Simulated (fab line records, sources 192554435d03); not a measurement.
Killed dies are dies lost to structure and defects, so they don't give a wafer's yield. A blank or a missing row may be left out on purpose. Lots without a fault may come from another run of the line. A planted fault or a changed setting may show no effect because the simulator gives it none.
One fault seen from 3 desks | flow n5_finfet | each desk has only its own numbers; what lay behind them comes last

THE METROLOGY DESK
What the gauges read, lot by lot, whatever tool the lot ran on: means of the sampled wafers that have a number. A lot is out of limits, marked OUT, if its mean lies more than 4 standard deviations from the usual mean; the brackets give that distance.
Columns: A = cd_nm at N5_MIM_BOT_LITHO_CD_MEAS_08, usual 3000.1 nm; B = MIM_BOT_OVL at N5_MIM_BOT_LITHO_OVL_MEAS_11, usual 2 nm
lot  | first seen here | A      | B
L126 | day 11 23:10    | 2998.9 | 8
L134 | day 14 17:17    | 2996.3 | 3
L142 | day 16 01:28    | 2996.6 | 6
L143 | day 16 16:20    | 3005.2 | -2
L149 | day 18 10:11    | 3000.9 | 5
This desk's finding: nothing out of limits on any of the 5 lots.

THE TOOL OWNER'S DESK: rie_metal-01
The tool's own readings at N5_MIM_BOT_ETCH_ETCH_03 (etches the open film in Cl2/BCl3, target depth 12 nm): means of the sampled wafers that have a number, for each lot that ran on this tool. A lot is out of limits, marked OUT, if its mean lies more than 4 standard deviations from the usual mean; the brackets give that distance.
Columns: A = drypump_motor_current_A at N5_MIM_BOT_ETCH_ETCH_03, usual 5.8 A; B = oes_product_au at N5_MIM_BOT_ETCH_ETCH_03, usual 0.80 a.u.; C = throttle_valve_pct at N5_MIM_BOT_ETCH_ETCH_03, usual 27.6 %
lot  | first seen here | A   | B    | C
L126 | day 11 23:25    | 5.6 | 0.90 | 27.3
L142 | day 16 01:43    | 5.6 | 0.67 | 27.2
This desk's finding: nothing out of limits on any of the 2 lots.

THE DEFECT DESK
What the inspections along the route counted, lot by lot: means of the sampled wafers that have a number. A lot is out of limits, marked OUT, if its mean lies more than 4 standard deviations from the usual mean; the brackets give that distance.
Columns: A = raw_defect_count at N5_MIM_BOT_LITHO_INSPECT_12, usual 2.2
lot  | first seen here | A
L126 | day 11 23:14    | 2.7
L134 | day 14 17:20    | 3.0
L142 | day 16 01:31    | 1.5
L143 | day 16 16:24    | 2.0
L149 | day 18 10:14    | 2.3
This desk's finding: nothing out of limits on any of the 5 lots.

PUT TOGETHER
The metrology desk saw nothing out of limits.
The tool owner's desk saw nothing out of limits.
The defect desk saw nothing out of limits.

WHAT THE SIMULATOR HAD PUT IN
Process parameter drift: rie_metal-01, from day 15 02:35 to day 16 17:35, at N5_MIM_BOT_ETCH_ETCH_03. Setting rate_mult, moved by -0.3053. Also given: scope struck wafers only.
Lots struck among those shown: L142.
